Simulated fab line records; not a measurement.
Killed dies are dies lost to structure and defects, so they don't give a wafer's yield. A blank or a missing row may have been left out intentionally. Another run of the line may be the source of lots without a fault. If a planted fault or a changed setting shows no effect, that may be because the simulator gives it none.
Chamber matching | flow nandHarc | NHARC_P_CONTACT_ALD_22 on aldMetal-04: 4 sister chambers
The step deposits TiN, target thk 3 nm, pulse time 1 s, ald cycles 150. 4 wafers are shown with their chamber, then 9 later ones without.

== WAFERS, EACH WITH ITS CHAMBER ==
wafer  | chamber | heaterPowerW (W)
L080.5 | 2       | 1023
L087.1 | 1       | 970
L087.4 | 0       | 1004
L087.6 | 3       | 1183

== WAFERS WHOSE CHAMBER IS MISSING ==
wafer  | heaterPowerW (W)
L089.1 | 994
L089.4 | 1026
L089.6 | 1218
L094.1 | 1255
L094.4 | 969
L094.5 | 1021
L097.2 | 1238
L097.5 | 1048
L097.6 | 1245

== CHAMBER TAKEN BY EACH ==
wafer  | from the rows above          | in truth
L089.1 | can't be placed: 0 or 1 or 2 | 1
L089.4 | can't be placed: 2 or 0 or 1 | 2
L089.6 | 3                            | 3
L094.1 | 3                            | 3
L094.4 | can't be placed: 1 or 0 or 2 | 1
L094.5 | can't be placed: 2 or 0 or 1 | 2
L097.2 | 3                            | 3
L097.5 | can't be placed: 2 or 0 or 1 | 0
L097.6 | 3                            | 3
Correctly placed: 4 of 9. Not placeable from these rows: 5 (in 5, the candidates include the true chamber). 0 placed wrongly.
How it was worked out, from the rows above alone: a wafer's distance from a chamber is the root of the sum, over the readings, of the square of ((its reading less the chamber's mean) divided by the reading's scatter). The wafer belongs to the nearest chamber; if the next one is less than 2 further off, it can't be placed. For every chamber, the mean is computed from those of its wafers that are shown. The scatter (one wafer shown for each chamber): square how far every hidden wafer sits from the nearest shown wafer, average those squares and take the square root.
